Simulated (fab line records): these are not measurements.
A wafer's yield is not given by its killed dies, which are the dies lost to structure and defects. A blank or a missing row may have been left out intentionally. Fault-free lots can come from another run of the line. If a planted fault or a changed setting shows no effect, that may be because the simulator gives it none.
fab line records	flow n5-finfet	part 2 of 2: steps 5 to 6 of 6
record: lots: 22	wafers: 66	last-day: 17
route steps=1938 shown BEOL_M9@1461 BEOL_M10@1473 BEOL_M11@1554
lots that met no fault: from a run of the same line without faults
start-h: hours from the record's opening day to when the first of the lot's shown wafers began	wait-h: hours from the lot's prior step to this one	" as in the row above	L1.1+2: a single row standing in for several wafers	- no value present, or no start provided	* or withheld: withheld	< > ~ a bound
route shown NAME@n: names a module that has steps shown in the file, with the first one's number in the route	usual: mean and standard deviation over wafers with no fault	same: alike in all rows	chamber/n: place in a boat	sites: per-site readings	_std_site: their standard deviation	_edge_site: the outer-site mean with the inner-site mean subtracted	radius-mm: how far each site lies from the wafer's centre	mask NAME#n: copy n	behind: the tool/chamber that last shaped the wafer	hold: what put the lot on hold/how long, in hours/how the hold closed	device: the n, p or np transistor that did not switch	end of line: the same wafers' tests at the end of the route	a step given without rows: its recipe and nothing more	killed: dies that structure and defects cost at the first sort, which is not the same as the wafer's yield	map: dies across one wafer; x = killed, . = not, _ = none there
set.NAME: setting as actually run; set.NAME@STEP: the setting as run at that earlier step	model.NAME: the simulator's own value behind a step, which no gauge read
route steps across a sampled set of lots; one table per step, one row per wafer
services: from which hour (start-h, from the record's first day; less than 0 if before it) a tool's chamber was out of use, for how many hours, and why
== steps ==
step: N5_BEOL_M10_ANNEAL_51
recipe: temp-c: 225	time-s: 90	ambient: N2
usual: wafer_temp_C_max: 225.94/0.24
lot.wafer	tool	chamber	start-h	wait-h	wafer_temp_C_max
L076.1	rtp-anneal-02	0	221.85	0.1	225.79
L076.2	"	0	"	"	226.10
L076.4	"	0	"	"	225.96
L075.1	rtp-anneal-01	0	223.81	0.3	226.16
L075.2	"	0	"	"	226.27
L075.3	"	0	"	"	225.78
L077.2	rtp-anneal-02	0	229.94	0.2	226.17
L077.3	"	0	"	"	226.23
L077.5	"	0	"	"	225.87
L078.2	rtp-anneal-02	0	242.34	0.7	226.03
L078.3	"	0	"	"	225.81
L078.6	"	0	"	"	225.94
L080.4	rtp-anneal-02	0	254.00	0.3	225.82
L080.5	"	0	"	"	226.48
L080.6	"	0	"	"	226.49
L079.1	rtp-anneal-02	0	254.27	0.2	226.22
L079.4	"	0	"	"	225.86
L079.6	"	0	"	"	226.05
L081.3	rtp-anneal-02	0	266.64	0.3	225.94
L081.4	"	0	"	"	226.34
L081.5	"	0	"	"	225.86
L082.1	rtp-anneal-02	0	274.85	0.2	225.83
L082.2	"	0	"	"	225.77
L082.6	"	0	"	"	226.15
L083.2	rtp-anneal-02	0	275.16	0.5	225.89
L083.4	"	0	"	"	225.63
L083.6	"	0	"	"	225.75
L084.1	rtp-anneal-02	0	276.25	0.1	225.72
L084.2	"	0	"	"	225.87
L084.6	"	0	"	"	226.00
L085.1	rtp-anneal-01	0	297.04	0.1	226.05
L085.5	"	0	"	"	225.97
L085.6	"	0	"	"	225.93
L087.1	rtp-anneal-01	0	300.89	0.3	226.36
L087.5	"	0	"	"	225.84
L087.6	"	0	"	"	226.05
L086.1	rtp-anneal-01	0	304.09	0.1	226.11
L086.2	"	0	"	"	226.01
L086.4	"	0	"	"	225.91
L089.1	rtp-anneal-01	0	304.54	0.2	225.50
L089.3	"	0	"	"	225.49
L089.4	"	0	"	"	225.31
L088.1	rtp-anneal-01	0	328.64	0.1	225.57
L088.4	"	0	"	"	225.62
L088.5	"	0	"	"	225.81
L090.3	rtp-anneal-02	0	330.74	0.1	225.61
L090.5	"	0	"	"	225.84
L090.6	"	0	"	"	225.79
L092.2	rtp-anneal-02	0	335.15	0.1	225.98
L092.4	"	0	"	"	226.54
L092.6	"	0	"	"	226.04
L091.1	rtp-anneal-02	0	335.51	0.1	226.08
L091.4	"	0	"	"	225.78
L091.5	"	0	"	"	225.91
L093.1	rtp-anneal-02	0	354.76	0.6	226.00
L093.4	"	0	"	"	225.83
L093.6	"	0	"	"	226.40
L094.1	rtp-anneal-02	0	358.84	0.1	225.92
L094.2	"	0	"	"	226.14
L094.6	"	0	"	"	226.25
L097.1	rtp-anneal-01	0	360.40	0.2	225.72
L097.2	"	0	"	"	225.86
L097.3	"	0	"	"	225.74
L096.1	rtp-anneal-01	0	364.45	0.1	225.99
L096.4	"	0	"	"	225.70
L096.6	"	0	"	"	226.18
step: N5_BEOL_M11_ETCH_62
recipe: chemistry: N2/H2	target: SOC	target-depth-a: 1100	overetch-a: 220	mask-material: SiARC	temp-c: 40	time-s: 165	ion-energy-ev: 200	pressure-mtorr: 30	source-w: 840	bias-w: 150	n2-flow-sccm: 200	h2-flow-sccm: 200
usual: bias-w: 150.1/0.43	drypump-motor-current-A: 5.53/0.26	n2-flow-sccm: 200.0/0.6	oes-product-au: 0.68/0.073	rf-vpp-V: 524.3/2.3	showerhead-plenum-p-Torr: 2.55/0.08	throttle-valve-pct: 17.75/0.24
lot.wafer	tool	chamber	start-h	wait-h	bias-w	drypump-motor-current-A	n2-flow-sccm	oes-product-au	rf-hours-counter-h	rf-vpp-V	showerhead-plenum-p-Torr	throttle-valve-pct
L076.1	rie-diel-06	3	224.31	0.0	149.7	5.90	200.3	0.71	81	528.0	2.68	17.34
L076.2	"	1	"	"	150.2	5.31	199.6	0.58	229	522.8	2.51	18.00
L076.4	"	2	"	"	150.5	5.41	200.0	0.61	193	526.8	2.64	17.85
L075.1	rie-diel-06	2	229.48	0.0	150.5	5.38	199.7	0.61	194	527.4	2.64	17.86
L075.2	"	1	"	"	150.1	5.30	199.8	0.58	231	523.2	2.51	17.99
L075.3	"	3	"	"	150.8	5.88	200.1	0.71	82	528.0	2.67	17.35
L077.2	rie-diel-01	2	232.61	0.0	150.9	5.75	200.2	0.58	249	525.4	2.60	18.23
L077.3	"	0	"	"	150.1	5.43	199.7	0.64	168	521.0	2.43	17.90
L077.5	"	2	"	"	150.4	5.75	199.2	0.58	-	525.0	2.60	18.23
L078.2	rie-diel-01	0	247.23	0.0	149.9	5.43	199.7	0.64	173	521.9	2.43	17.92
L078.3	"	3	"	"	149.2	5.14	200.0	0.71	75	525.1	2.56	17.88
L078.6	"	3	"	"	149.5	5.17	199.0	0.71	-	524.3	2.56	17.88
L080.4	rie-diel-06	2	261.25	0.1	148.8	5.43	199.7	0.61	-	526.7	2.64	17.85
L080.5	"	3	"	"	150.4	5.89	200.2	0.70	-	527.1	2.67	17.40
L080.6	"	1	"	"	149.5	5.29	199.1	0.58	-	523.8	2.50	18.02
L079.1	rie-diel-02	0	261.70	0.0	150.4	5.12	200.1	0.81	3	525.8	2.61	17.60
L079.4	"	1	"	"	149.8	5.69	200.1	0.68	84	522.6	2.47	17.82
L079.6	"	2	"	"	150.4	5.83	199.6	0.69	-	523.2	2.57	17.33
L081.3	rie-diel-01	2	270.08	0.0	149.6	5.77	200.5	0.81	3	524.9	2.60	17.81
L081.4	"	3	"	"	150.4	5.15	199.4	0.70	82	525.7	2.56	17.91
L081.5	"	3	"	"	150.5	5.15	199.9	0.69	-	525.6	2.56	17.88
L083.2	rie-diel-02	1	278.71	0.0	149.8	5.68	200.7	0.68	90	521.0	2.47	17.83
L083.4	"	3	"	"	150.0	5.33	200.7	0.63	186	521.1	2.42	17.89
L083.6	"	2	"	"	149.8	5.82	200.4	0.68	-	524.3	2.56	17.36
L082.1	rie-diel-01	2	278.92	0.0	150.3	5.77	200.6	0.81	5	526.5	2.59	17.81
L082.2	"	1	"	"	149.8	5.51	200.6	0.78	30	524.3	2.59	17.36
L082.6	"	3	"	"	150.8	5.17	200.1	0.70	-	523.8	2.56	17.91
L084.1	rie-diel-06	3	279.21	0.1	150.0	5.90	199.3	0.70	97	527.6	2.67	17.39
L084.2	"	2	"	"	149.8	5.41	200.1	0.60	209	527.0	2.64	17.87
L084.6	"	2	"	"	150.1	5.43	201.0	0.60	-	526.2	2.64	17.87
L085.1	rie-diel-06	3	299.99	0.0	150.1	5.91	199.8	0.70	105	527.3	2.67	17.42
L085.5	"	2	"	"	149.9	5.42	200.6	0.59	-	525.5	2.63	17.88
L085.6	"	1	"	"	150.6	5.30	200.6	0.58	-	522.7	2.50	18.00
L087.1	rie-diel-02	1	303.58	0.0	150.5	5.68	199.9	0.67	100	521.5	2.46	17.84
L087.5	"	0	"	"	150.3	5.14	198.7	0.76	-	525.6	2.60	17.64
L087.6	"	3	"	"	150.4	5.32	200.3	0.63	-	522.2	2.42	17.89
L086.1	rie-diel-01	0	307.63	0.0	150.4	5.41	199.3	0.62	191	519.8	2.42	17.94
L086.2	"	2	"	"	149.9	5.74	200.7	0.78	14	524.9	2.59	17.82
L086.4	"	3	"	"	149.9	5.16	200.3	0.68	93	525.0	2.56	17.91
L089.1	rie-diel-06	0	308.10	0.0	149.7	5.76	200.7	0.80	8	522.7	2.51	17.69
L089.3	"	1	"	"	150.3	5.29	200.0	0.57	241	523.1	2.50	18.02
L089.4	"	3	"	"	150.0	5.93	200.5	0.69	107	527.3	2.66	17.41
L088.1	rie-diel-02	0	330.99	0.0	150.0	5.10	199.7	0.74	27	524.7	2.60	17.65
L088.4	"	2	"	"	150.5	5.85	200.4	0.67	123	526.1	2.56	17.37
L088.5	"	0	"	"	150.1	5.11	200.0	0.74	-	526.6	2.60	17.65
L090.3	rie-diel-06	2	333.87	0.0	150.7	5.41	198.9	0.59	227	525.8	2.63	17.90
L090.5	"	3	"	"	149.9	5.92	200.2	0.68	-	527.5	2.66	17.42
L090.6	"	0	"	"	149.6	5.77	200.0	0.78	-	522.2	2.50	17.70
L092.2	rie-diel-01	2	337.80	0.0	149.2	5.77	198.7	0.77	23	526.9	2.59	17.84
L092.4	"	3	"	"	149.9	5.16	199.6	0.68	102	525.5	2.55	17.92
L092.6	"	0	"	"	149.6	5.43	201.8	0.62	-	520.3	2.41	17.94
L091.1	rie-diel-06	0	337.91	0.0	149.7	5.78	199.7	0.78	18	522.2	2.50	17.70
L091.4	"	3	"	"	150.4	5.91	200.5	0.68	117	528.2	2.66	17.43
L091.5	"	2	"	"	151.0	5.44	200.3	0.59	-	525.4	2.63	17.91
L093.1	rie-diel-02	3	357.70	0.0	149.6	5.32	200.0	0.61	209	521.2	2.41	17.91
L093.4	"	1	"	"	150.0	5.68	199.5	0.66	117	521.6	2.45	17.86
L093.6	"	3	"	"	150.1	5.37	200.5	0.61	-	520.1	2.41	17.93
L094.1	rie-diel-02	2	363.07	0.0	150.5	5.83	199.5	0.67	134	523.8	2.55	17.39
L094.2	"	1	"	"	150.3	5.72	200.0	0.66	119	520.5	2.45	17.88
L094.6	"	0	"	"	149.4	5.08	199.8	0.73	-	526.3	2.59	17.67
L097.1	rie-diel-06	1	363.51	0.0	149.2	5.32	199.7	0.84	3	521.7	2.50	17.61
L097.2	"	2	"	"	149.4	5.41	200.8	0.58	239	526.6	2.62	17.92
L097.3	"	0	"	"	150.7	5.80	200.3	0.76	25	522.6	2.50	17.72
L096.1	rie-diel-01	0	368.84	0.0	150.1	5.42	199.5	0.62	210	519.7	2.41	17.96
L096.4	"	2	"	"	150.1	5.73	200.5	0.75	33	525.2	2.58	17.87
L096.6	"	2	"	"	150.6	5.73	200.0	0.74	-	525.1	2.58	17.86
== services ==
tool	chamber	start-h	hours	kind
rie-diel-04	-	223.43	2.3	repair
pvd-sputter-03	-	235.09	39.9	repair
rie-diel-01	2	235.33	5.0	repair
rie-diel-03	1	242.80	8.4	repair
rie-metal-01	-	243.20	14.6	pm
rie-diel-02	1	243.32	8.0	repair
pecvd-01	-	245.54	0.4	repair
rie-metal-02	1	247.55	14.2	repair
rie-diel-04	3	254.77	12.9	repair
pecvd-02	2	257.54	8.1	repair
pecvd-02	-	258.78	6.9	repair
pecvd-02	-	276.17	1.1	repair
pecvd-02	-	308.00	1.4	repair
rie-diel-03	3	308.90	6.4	repair
rie-diel-01	1	313.05	21.1	repair
rtp-anneal-02	-	313.88	7.3	pm
rie-metal-03	-	321.59	1.4	pm
rie-diel-04	3	323.50	7.8	repair
rie-metal-02	1	326.92	5.5	repair
rie-diel-04	0	329.44	10.8	repair
rie-diel-03	0	331.16	12.6	repair
rie-diel-06	3	342.18	7.7	repair
rie-diel-06	0	344.37	5.4	repair
rie-metal-02	0	366.10	2.4	repair
